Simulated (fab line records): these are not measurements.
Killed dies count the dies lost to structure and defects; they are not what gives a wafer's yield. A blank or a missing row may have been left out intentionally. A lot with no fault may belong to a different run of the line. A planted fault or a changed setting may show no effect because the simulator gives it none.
fab line records	flow n5-finfet
record: lots: 7	wafers: 39
route steps=1938 shown ZERO_LAYER@11 FIN_SAQP@102 DUMMY_GATE@220 HKMG_FIN@442 MOL_CONTACT_COAG@586 BEOL_M0@721
start-h: start of the lot's first displayed wafer, in hours after the record's first day	wait-h: hours from the lot's prior step to this one	" the same as in the row above	L1.1+2: a row that stands for several wafers	- no value present, or no start provided	* or withheld: withheld	< > ~ a bound
route shown NAME@n: NAME is a module with steps in the file, n the number in the route of the first one	usual: mean/standard deviation taken from wafers without a fault	same: alike in all rows	chamber/n: place in a boat	sites: the reading at each site	_std_site: their standard deviation	_edge_site: mean of outer sites minus mean of inner sites	radius-mm: how far each site lies from the wafer's centre	mask NAME#n: copy n	behind: the tool/chamber that last shaped the wafer	hold: the reason the lot was held/the length of the hold in hours/how it ended	device: which transistor (n, p or np) failed to switch	end of line: tests of these same wafers at the route's end	where a step has no rows: the recipe by itself	killed: not the wafer's yield, but the dies lost to structure and defects at the first sort	map: a wafer's dies, marking killed ones x, the rest . and places with no die _
set.NAME: the setting as run; set.NAME@STEP: as run at that earlier step	model.NAME: the simulator's own value behind a step, which no gauge read
lots with deliberately changed settings; one table per step, one row per wafer
== steps ==
step: N5_ZERO_LAYER_DEVELOP_10
recipe: develop-time-s: 60	rinse-liquid: diw	dry: air-spin	dev-temp-c: 21
lot.wafer	tool	chamber	start-h	wait-h	set.develop-time-s
L075.1+3+5	litho-track-02	0	-	-	45.17
L075.2+4+6	"	0	"	"	60
L076.1+2+6	litho-track-03	0	-	-	60
L076.3+4+5	"	0	"	"	89.26
L079.1+2+6	litho-track-02	0	-	-	60
L079.3+4+5	"	0	"	"	40.25
L081.1+2+4	litho-track-01	0	-	-	60
L086.1+4+6	litho-track-02	0	-	-	60
L086.2+3+5	"	0	"	"	80.13
L090.1+3+6	litho-track-03	0	-	-	60
L090.2+4+5	"	0	"	"	43.51
L096.1+2+5	litho-track-03	0	-	-	27.46
L096.3+4+6	"	0	"	"	60
step: N5_ZERO_LAYER_HARDBAKE_23
recipe: temp-c: 130	time-s: 120
step: N5_ZERO_LAYER_CD_MEAS_11
recipe: target-cd-nm: 2000	landing-energy-ev: 500	detector: se-inlens
usual: cd-nm: 2001.0/2.1
lot.wafer	tool	chamber	start-h	wait-h	set.develop-time-s@ZERO_LAYER_DEVELOP_10	cd-nm
L075.1	cd-sem-01	0	18.78	-	45.17	1995.2
L075.2	"	0	"	"	60	1999.5
L075.3	"	0	"	"	45.17	1993.6
L075.4	"	0	"	"	60	2003.2
L075.5	"	0	"	"	45.17	1998.3
L075.6	"	0	"	"	60	2000.2
L076.1	cd-sem-03	0	24.64	-	60	1998.5
L076.2	"	0	"	"	60	1996.2
L076.3	"	0	"	"	89.26	2004.4
L076.4	"	0	"	"	89.26	2003.3
L076.5	"	0	"	"	89.26	2005.2
L076.6	"	0	"	"	60	1996.2
L079.1	cd-sem-02	0	42.64	-	60	2004.8
L079.2	"	0	"	"	60	2003.0
L079.3	"	0	"	"	40.25	1993.3
L079.4	"	0	"	"	40.25	1994.5
L079.5	"	0	"	"	40.25	1992.9
L079.6	"	0	"	"	60	2001.2
L081.1	cd-sem-02	0	54.77	-	60	1997.8
L081.2	"	0	"	"	60	2000.4
L081.4	"	0	"	"	60	2001.5
L086.1	cd-sem-01	0	84.77	-	60	2000.0
L086.2	"	0	"	"	80.13	2005.5
L086.3	"	0	"	"	80.13	2007.5
L086.4	"	0	"	"	60	2000.3
L086.5	"	0	"	"	80.13	2008.3
L086.6	"	0	"	"	60	1997.1
L090.1	cd-sem-02	0	108.77	-	60	1998.9
L090.2	"	0	"	"	43.51	1992.1
L090.3	"	0	"	"	60	1998.3
L090.4	"	0	"	"	43.51	1991.2
L090.5	"	0	"	"	43.51	1992.5
L090.6	"	0	"	"	60	1998.9
L096.1	cd-sem-03	0	144.64	-	27.46	1985.9
L096.2	"	0	"	"	27.46	1986.0
L096.3	"	0	"	"	60	2000.6
L096.4	"	0	"	"	60	2004.0
L096.5	"	0	"	"	27.46	1984.5
L096.6	"	0	"	"	60	2001.5
step: N5_ZERO_LAYER_DESCUM_16
recipe: chemistry: O2	time-s: 7.9	source-power-w: 50	bias-power-w: 20	pressure-mtorr: 20	rf-frequency-hz: 2.712e+07	temp-c: 40	o2-flow-sccm: 225
lot.wafer	tool	chamber	start-h	wait-h	set.develop-time-s@ZERO_LAYER_DEVELOP_10	model.ZERO_LAYER.cd-nm
L075.1	rie-diel-02	1	18.98	0.2	45.17	1996
L075.2	"	0	"	"	60	1999
L075.3	"	2	"	"	45.17	1993
L075.4	"	3	"	"	60	2003
L075.5	"	3	"	"	45.17	1998
L075.6	"	0	"	"	60	2000
L076.1	rie-diel-02	1	24.93	0.3	60	1998
L076.2+6	"	0	"	"	60	1996
L076.3+4	"	2,3	"	"	89.26	2004
L076.5	"	1	"	"	89.26	2005
L079.1	rie-diel-06	3	42.68	0.0	60	2004
L079.2	"	0	"	"	60	-
L079.3+5	"	2,0	"	"	40.25	1993
L079.4	"	3	"	"	40.25	1994
L079.6	"	2	"	"	60	2001
L081.1	rie-diel-05	3	54.80	0.0	60	1998
L081.2	"	1	"	"	60	2000
L081.4	"	0	"	"	60	2001
L086.1	rie-diel-06	1	84.81	0.0	60	2000
L086.2	"	3	"	"	80.13	2005
L086.3+5	"	0,1	"	"	80.13	2008
L086.4	"	2	"	"	60	2001
L086.6	"	2	"	"	60	1997
L090.1+3+6	rie-diel-06	3,1,3	108.80	0.0	60	1999
L090.2+4	"	2,0	"	"	43.51	1992
L090.5	"	0	"	"	43.51	1993
L096.1+2	rie-diel-06	0,2	144.68	0.0	27.46	1986
L096.3	"	3	"	"	60	2000
L096.4	"	1	"	"	60	2004
L096.5	"	2	"	"	27.46	1984
L096.6	"	3	"	"	60	2002
step: N5_FIN_SAQP_HM_DEP_72
recipe: material: SiO2	target-thk-a: 120	temp-c: 400	precursor: SiH4/N2O	pressure-torr: 0.75	rf-w: 275	time-s: 7.2
lot.wafer	tool	chamber	start-h	wait-h	set.target-thk-a	model.SiO2_of_FIN_SAQP_HM_DEP_72.thk-nm
L075.1	pecvd-02	0	28.23	0.0	183.5	18.35
L075.2	"	1	"	"	120	11.97
L075.3	"	2	"	"	120	12.15
L075.4	"	1	"	"	120	12.11
L075.5	"	2	"	"	183.5	18.67
L075.6	"	0	"	"	183.5	18.62
L076.1	pecvd-01	2	33.21	0.0	120	12
L076.2	"	0	"	"	120	11.88
L076.3	"	0	"	"	120	11.82
L076.4	"	2	"	"	120	12.16
L076.5	"	2	"	"	120	12.01
L076.6	"	0	"	"	120	11.87
L079.1	pecvd-02	1	51.78	0.0	120	11.85
L079.2	"	2	"	"	61.08	6.023
L079.3	"	0	"	"	120	11.78
L079.4	"	0	"	"	61.08	6.362
L079.5	"	2	"	"	61.08	6.224
L079.6	"	1	"	"	120	12.07
L081.1	pecvd-01	0	63.53	0.0	120	11.97
L081.2	"	2	"	"	120	12.03
L081.4	"	1	"	"	120	12.18
L086.1	pecvd-02	2	96.37	0.0	120	12.12
L086.2	"	0	"	"	67.37	7.107
L086.3	"	1	"	"	67.37	6.775
L086.4	"	0	"	"	120	12.18
L086.5	"	1	"	"	120	12.21
L086.6	"	2	"	"	67.37	7.03
L090.1	pecvd-04	1	117.33	0.0	70.7	6.771
L090.2	"	2	"	"	120	11.7
L090.3	"	0	"	"	70.7	6.842
L090.4	"	2	"	"	120	12.03
L090.5	"	0	"	"	70.7	7.009
L090.6	"	1	"	"	120	11.92
L096.1	pecvd-04	1	153.47	0.0	189.1	18.37
L096.2	"	0	"	"	189.1	18.45
L096.3	"	2	"	"	189.1	18.66
L096.4	"	0	"	"	120	11.91
L096.5	"	1	"	"	120	11.74
L096.6	"	2	"	"	120	12.04
step: N5_FIN_SAQP_COAT_49
recipe: resist: SOC	temp-c: 250	time-s: 60	spin-rpm: 1500	resist-thk-nm: 100
step: N5_FIN_SAQP_COAT_50
recipe: resist: SiARC	temp-c: 220	time-s: 60	spin-rpm: 1500	resist-thk-nm: 35
step: N5_FIN_SAQP_ETCH_52
recipe: chemistry: N2/H2	target: SOC	target-depth-a: 1000	overetch-a: 200	mask-material: SiARC	temp-c: 40	time-s: 150	ion-energy-ev: 200	pressure-mtorr: 30	source-w: 840	bias-w: 150	n2-flow-sccm: 200	h2-flow-sccm: 200	ends: end-point
step: N5_FIN_SAQP_STRIP_53
recipe: chemistry: N2/H2	temp-c: 40	n2-flow-sccm: 200	h2-flow-sccm: 200	rf-frequency-hz: 6e+07
step: N5_FIN_SAQP_HM_OPEN_73
recipe: chemistry: CHF3/O2	target: SiO2	stop-on: a-Si	target-depth-a: 120	over-etch-frac: 1.8	mask-material: SOC	time-s: 16.8	pressure-mtorr: 30	source-w: 650	bias-w: 170	Ar_flow_sccm: 200	CHF3_flow_sccm: 50	O2_flow_sccm: 5	ion-energy-ev: 200	ends: end-point
lot.wafer	tool	chamber	start-h	wait-h	set.target-thk-a@FIN_SAQP_HM_DEP_72	model.etch.depth-nm
L075.1	rie-diel-04	0	28.98	0.0	183.5	18.35
L075.2	"	1	"	"	120	11.97
L075.3	"	2	"	"	120	12.15
L075.4	"	3	"	"	120	12.11
L075.5	"	0	"	"	183.5	18.67
L075.6	"	3	"	"	183.5	18.62
L076.1	rie-diel-04	3	33.97	0.0	120	12
L076.2	"	2	"	"	120	11.88
L076.3	"	1	"	"	120	11.82
L076.4	"	0	"	"	120	12.16
L076.5	"	0	"	"	120	12.01
L076.6	"	3	"	"	120	11.87
L079.1	rie-diel-04	0	52.53	0.0	120	11.85
L079.2	"	3	"	"	61.08	6.023
L079.3	"	2	"	"	120	11.78
L079.4	"	3	"	"	61.08	6.362
L079.5	"	2	"	"	61.08	6.224
L079.6	"	0	"	"	120	12.07
L081.1	rie-diel-01	3	64.27	0.0	120	11.97
L081.2	"	1	"	"	120	12.03
L081.4	"	0	"	"	120	12.18
L086.1	rie-diel-01	2	96.99	0.0	120	12.12
L086.2	"	1	"	"	67.37	7.107
L086.3	"	0	"	"	67.37	6.775
L086.4	"	3	"	"	120	12.18
L086.5	"	2	"	"	120	12.21
L086.6	"	1	"	"	67.37	7.03
L090.1	rie-diel-01	2	118.21	0.0	70.7	6.771
L090.2	"	3	"	"	120	11.7
L090.3	"	1	"	"	70.7	6.842
L090.4	"	3	"	"	120	12.03
L090.5	"	2	"	"	70.7	7.009
L090.6	"	1	"	"	120	11.92
L096.1	rie-diel-01	1	154.21	0.0	189.1	18.37
L096.2	"	3	"	"	189.1	18.45
L096.3	"	0	"	"	189.1	18.66
L096.4	"	2	"	"	120	11.91
L096.5	"	3	"	"	120	11.74
L096.6	"	2	"	"	120	12.04
step: N5_DUMMY_GATE_HM_DEP_06
recipe: material: SiNx	target-thk-a: 800	precursor: DCS/NH3	temp-c: 700	pressure-mtorr: 300	time-s: 5141
lot.wafer	tool	chamber	start-h	wait-h	set.target-thk-a	model.SiNx_of_DUMMY_GATE_HM_DEP_06.thk-nm
L075.1+5	-	-	-	0.0	800	79.8
L075.2	"	-	"	"	800	79.6
L075.3	"	-	"	"	800	79.4
L075.4	"	-	"	"	800	80
L075.6	"	-	"	"	800	79
L076.1	-	-	-	0.0	468.2	46.8
L076.2+5+6	"	-	"	"	468.2	46.2
L076.3	"	-	"	"	468.2	46.6
L076.4	"	-	"	"	468.2	46.4
L079.1	-	-	-	0.0	1081	109.4
L079.2	"	-	"	"	1081	110
L079.3+5	"	-	"	"	1081	109.8
L079.4+6	"	-	"	"	1081	109.6
L081.1	lpcvd-02	0/65	83.28	0.0	800	79.4
L081.2+4	"	0/70,0/79	"	"	800	80.2
L086.1+5	-	-	-	0.0	800	79.8
L086.2	"	-	"	"	800	80.4
L086.3	"	-	"	"	800	80
L086.4+6	"	-	"	"	800	79.4
L090.1+2	-	-	-	0.0	800	78.6
L090.3	"	-	"	"	800	78.8
L090.4	"	-	"	"	800	79
L090.5+6	"	-	"	"	800	79.6
L096.1+2	-	-	-	0.0	391.4	38.8
L096.3+4	"	-	"	"	391.4	38.6
L096.5	"	-	"	"	391.4	39.4
L096.6	"	-	"	"	391.4	39.6
step: N5_HKMG_FIN_ALD_91
recipe: material: TiN	target-thk-a: 10	temp-c: 400	ald-precursor-family: TiCl4	ald-co-reactant: NH3	pulse-time-s: 1	purge-time-s: 3	co-reactant-purge-time-s: 2	co-reactant-pulse-time-s: 2	ald-cycles: 47	pressure-torr: 3
lot.wafer	tool	chamber	start-h	wait-h	set.ald-cycles	model.TiN_of_HKMG_FIN_ALD_91.thk-nm
L075.1+2+6	ald-metal-03	3,0,2	82.35	0.3	47	1
L075.3+4+5	"	2,1,1	"	"	63	1.4
L076.1+2+5	ald-metal-03	2,0,0	89.69	0.3	26	0.6
L076.3+4+6	"	3,1,1	"	"	47	1
L079.1+5+6	ald-metal-04	1,3,2	108.14	0.3	39	0.8
L079.2+3+4	"	3,0,2	"	"	47	1
L081.1+2+4	ald-metal-01	0,1,3	123.03	0.3	47	1
L086.1+5+6	ald-metal-04	1,0,1	153.96	0.3	47	1
L086.2+3+4	"	3,0,2	"	"	67	1.4
L090.1+2+6	ald-metal-01	2,0,2	171.65	0.3	60	1.2
L090.3+4+5	"	3,1,1	"	"	47	1
L096.1+3+6	ald-metal-04	3,1,3	208.98	0.3	34	0.8
L096.2+4+5	"	0,2,0	"	"	47	1
step: N5_MOL_CONTACT_COAG_VIA_ETCH_46
recipe: chemistry: C4F6/O2	target-depth-a: 460	overetch-a: 92	mask-material: SOC	target: SiO2	bias-w: 455	pressure-mtorr: 10	time-s: 40	source-w: 325	Ar_flow_sccm: 300	C4F6_flow_sccm: 10	O2_flow_sccm: 10	ion-energy-ev: 575.3	ends: end-point
lot.wafer	tool	chamber	start-h	wait-h	set.target-depth-a	model.SOC_of_MOL_CONTACT_COAG_COAT_75.thk-nm
L075.1+6	rie-diel-01	1	108.22	0.0	460	51
L075.2+4+5	"	3,0,2	"	"	333.9	52.4
L075.3	"	2	"	"	460	50.8
L076.1+2+3+5+6	rie-diel-01	2,3,1,2,3	114.85	0.0	460	50.8
L076.4	"	1	"	"	460	51
L079.1+2+3+6	rie-diel-03	1,0,3,2	130.53	0.0	460	50.8
L079.4	"	2	"	"	460	50.6
L079.5	"	3	"	"	460	51
L081.1	rie-diel-04	3	145.65	0.0	460	50.6
L081.2+4	"	2,0	"	"	460	50.8
L086.1+4+5	rie-diel-03	0,2,1	174.91	0.0	460	50.8
L086.2+3+6	"	1,3,2	"	"	460	51
L090.1+4	rie-diel-04	2,0	196.08	0.0	460	50.8
L090.2+5	"	3	"	"	368.5	51.8
L090.3	"	1	"	"	368.5	51.6
L090.6	"	2	"	"	460	50.6
L096.1+5	rie-diel-03	3	233.39	0.0	460	50.8
L096.2	"	1	"	"	608.2	49.2
L096.3	"	2	"	"	460	51
L096.4+6	"	0	"	"	608.2	49.4
step: N5_BEOL_M0_TRENCH_ETCH_107
recipe: chemistry: C4F6/O2	target-depth-a: 328	target: SiOC	time-s: 16.4	ion-energy-ev: 250	pressure-mtorr: 30	source-w: 355	bias-w: 185	Ar_flow_sccm: 300	C4F6_flow_sccm: 10	O2_flow_sccm: 10
lot.wafer	tool	chamber	start-h	wait-h	set.target-depth-a	model.BEOL_M0.feature-depth-nm	model.TiN_of_BEOL_M0_SAQP_HM_DEP_02.thk-nm
L075.1	rie-diel-01	1	124.76	0.0	328	33	9.4
L075.2+3	"	2,3	"	"	328	33.2	9.4
L075.4	"	0	"	"	203.7	20.2	10
L075.5	"	1	"	"	203.7	20.8	9.8
L075.6	"	0	"	"	203.7	20.4	10
L076.1	rie-diel-03	1	129.75	0.0	328	32.2	9.8
L076.2	"	3	"	"	251.6	25	10
L076.3	"	2	"	"	328	33.2	9.8
L076.4	"	0	"	"	251.6	25.2	10
L076.5	"	0	"	"	328	33.2	9.6
L076.6	"	3	"	"	251.6	24.8	10
L079.1+3+5	rie-diel-01	0,1,3	144.63	0.0	202.3	20.4	10.2
L079.2	"	3	"	"	328	33	9.4
L079.4	"	2	"	"	328	32.8	9.6
L079.6	"	2	"	"	328	32.6	9.4
L081.1	rie-diel-01	2	161.87	0.0	328	33	9.6
L081.2	"	3	"	"	328	33.4	9.8
L081.4	"	1	"	"	328	33.4	9.6
L086.1	rie-diel-04	1	195.85	0.0	328	33	9.6
L086.2	"	0	"	"	490.1	47.4	9
L086.3	"	3	"	"	328	32.4	9.6
L086.4	"	2	"	"	490.1	48.2	9.2
L086.5	"	1	"	"	490.1	49.6	9
L086.6	"	2	"	"	328	32.4	9.8
L090.1	rie-diel-03	0	214.08	0.0	396.1	39	9.4
L090.2	"	2	"	"	396.1	39.4	9.2
L090.3	"	1	"	"	328	31.8	9.8
L090.4	"	3	"	"	328	33.4	9.6
L090.5	"	0	"	"	396.1	39.2	9.4
L090.6	"	3	"	"	328	33.2	9.6
L096.1	rie-diel-01	2	252.00	0.0	328	32.8	9.6
L096.2	"	0	"	"	328	32	9.6
L096.3	"	3	"	"	328	33	9.6
L096.4	"	3	"	"	328	33.2	9.8
L096.5	"	2	"	"	328	32.6	9.6
L096.6	"	0	"	"	328	32.4	9.8
step: N5_BEOL_M0_STRIP_142
recipe: chemistry: N2/H2	time-s: 10	power-w: 450	temp-c: 40	pressure-mtorr: 20	rf-frequency-hz: 6e+07	bias-power-w: 7	n2-flow-sccm: 200	h2-flow-sccm: 200
step: N5_BEOL_M0_OCD_MEAS_108
usual: trench-depth-nm: 32.8/0.51
lot.wafer	tool	chamber	start-h	wait-h	set.target-depth-a@BEOL_M0_TRENCH_ETCH_107	trench-depth-nm
L075.1	ocd-02	-	124.86	0.1	328	33.1
L075.2	"	-	"	"	328	33.0
L075.3	"	-	"	"	328	32.9
L075.4	"	-	"	"	203.7	20.0
L075.5	"	-	"	"	203.7	20.7
L075.6	"	-	"	"	203.7	20.6
L076.1	ocd-01	-	129.85	0.1	328	32.0
L076.2	"	-	"	"	251.6	24.9
L076.3	"	-	"	"	328	32.7
L076.4	"	-	"	"	251.6	25.4
L076.5	"	-	"	"	328	33.5
L076.6	"	-	"	"	251.6	25.0
L079.1	ocd-02	-	144.73	0.1	202.3	20.0
L079.2	"	-	"	"	328	33.0
L079.3	"	-	"	"	202.3	20.4
L079.4	"	-	"	"	328	32.8
L079.5	"	-	"	"	202.3	20.3
L079.6	"	-	"	"	328	32.4
L081.1	ocd-01	-	161.97	0.1	328	33.1
L081.2	"	-	"	"	328	33.2
L081.4	"	-	"	"	328	33.1
L086.1	ocd-02	-	195.95	0.1	328	33.4
L086.2	"	-	"	"	490.1	46.5
L086.3	"	-	"	"	328	32.5
L086.4	"	-	"	"	490.1	47.7
L086.5	"	-	"	"	490.1	50.1
L086.6	"	-	"	"	328	32.5
L090.1	ocd-02	-	214.19	0.1	396.1	39.4
L090.2	"	-	"	"	396.1	39.1
L090.3	"	-	"	"	328	32.2
L090.4	"	-	"	"	328	33.9
L090.5	"	-	"	"	396.1	39.5
L090.6	"	-	"	"	328	33.4
L096.1	ocd-01	-	252.11	0.1	328	32.9
L096.2	"	-	"	"	328	31.7
L096.3	"	-	"	"	328	33.4
L096.4	"	-	"	"	328	33.4
L096.5	"	-	"	"	328	32.9
L096.6	"	-	"	"	328	32.7
== key ==
split: step: N5_ZERO_LAYER_DEVELOP_10	setting: develop-time-s	stated: 60	by: wafer
response: step: N5_ZERO_LAYER_CD_MEAS_11	reading: cd-nm	change: +0.241	per: 1%	r: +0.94
response: step: N5_ZERO_LAYER_DESCUM_16	reading: model.ZERO_LAYER.cd-nm	change: +0.239	per: 1%	r: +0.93
split: step: N5_FIN_SAQP_HM_DEP_72	setting: target-thk-a	stated: 120	by: wafer
response: step: N5_FIN_SAQP_HM_DEP_72	reading: model.SiO2_of_FIN_SAQP_HM_DEP_72.thk-nm	change: +0.118	per: 1%	r: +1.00
response: step: N5_FIN_SAQP_HM_OPEN_73	reading: model.etch.depth-nm	change: +0.118	per: 1%	r: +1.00
split: step: N5_DUMMY_GATE_HM_DEP_06	setting: target-thk-a	stated: 800	by: lot
response: step: N5_DUMMY_GATE_HM_DEP_06	reading: model.SiNx_of_DUMMY_GATE_HM_DEP_06.thk-nm	change: +0.815	per: 1%	r: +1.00
split: step: N5_HKMG_FIN_ALD_91	setting: ald-cycles	stated: 47	by: wafer
response: step: N5_HKMG_FIN_ALD_91	reading: model.TiN_of_HKMG_FIN_ALD_91.thk-nm	change: +0.00928	per: 1%	r: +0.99
split: step: N5_MOL_CONTACT_COAG_VIA_ETCH_46	setting: target-depth-a	stated: 460	by: wafer
response: step: N5_MOL_CONTACT_COAG_VIA_ETCH_46	reading: model.SOC_of_MOL_CONTACT_COAG_COAT_75.thk-nm	change: -0.0501	per: 1%	r: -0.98
split: step: N5_BEOL_M0_TRENCH_ETCH_107	setting: target-depth-a	stated: 328	by: wafer
response: step: N5_BEOL_M0_TRENCH_ETCH_107	reading: model.BEOL_M0.feature-depth-nm	change: +0.325	per: 1%	r: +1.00
response: step: N5_BEOL_M0_TRENCH_ETCH_107	reading: model.TiN_of_BEOL_M0_SAQP_HM_DEP_02.thk-nm	change: -0.0144	per: 1%	r: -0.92
response: step: N5_BEOL_M0_OCD_MEAS_108	reading: trench-depth-nm	change: +0.319	per: 1%	r: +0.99
